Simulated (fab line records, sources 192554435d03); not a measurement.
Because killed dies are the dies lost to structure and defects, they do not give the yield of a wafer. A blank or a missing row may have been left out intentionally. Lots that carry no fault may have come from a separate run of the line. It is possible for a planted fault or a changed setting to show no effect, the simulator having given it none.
Chamber matching -- flow n5_finfet -- pecvd-03 running N5_BEOL_M12_ILD_DEP_00: 3 sister chambers
The step deposits SiOC from DEMS/O2, target thk 658.92 nm, time 130.7 s. 3 wafers are shown with their chamber, then 12 later ones without.

== WAFERS, EACH WITH ITS CHAMBER ==
wafer,chamber,throttle_valve_pct (%)
L091.1,1,11.6
L091.4,0,13.2
L091.5,2,11.9

== WAFERS WITHOUT THEIR CHAMBER ==
wafer,throttle_valve_pct (%)
L090.3,12.0
L090.5,12.0
L090.6,13.1
L093.2,13.3
L093.3,12.2
L093.4,12.2
L097.1,13.2
L097.3,11.8
L097.5,12.0
L096.1,13.2
L096.5,13.1
L096.6,12.0

== CHAMBER TAKEN BY EACH ==
wafer,from the rows above,in truth
L090.3,2,2
L090.5,2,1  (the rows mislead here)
L090.6,0,0
L093.2,0,0
L093.3,2,2
L093.4,2,2
L097.1,0,0
L097.3,can't be placed: 2 or 1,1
L097.5,2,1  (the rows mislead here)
L096.1,0,0
L096.5,0,0
L096.6,2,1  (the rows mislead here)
8 of 12 placed correctly. Unplaceable from these rows: 1, with the true chamber sitting among the candidates in 1. Wrongly placed: 3.
How it was worked out, from the rows above alone: a wafer's distance from a chamber is the root of the sum, over the readings, of the square of ((its reading less the chamber's mean) divided by the reading's scatter). If the next closest chamber is less than 2 further off than the closest, the wafer can't be placed; otherwise it belongs to the closest. A chamber's mean is the mean of its shown wafers. The scatter: root of mean squared gap, hidden wafer to nearest shown wafer, with one shown wafer a chamber.
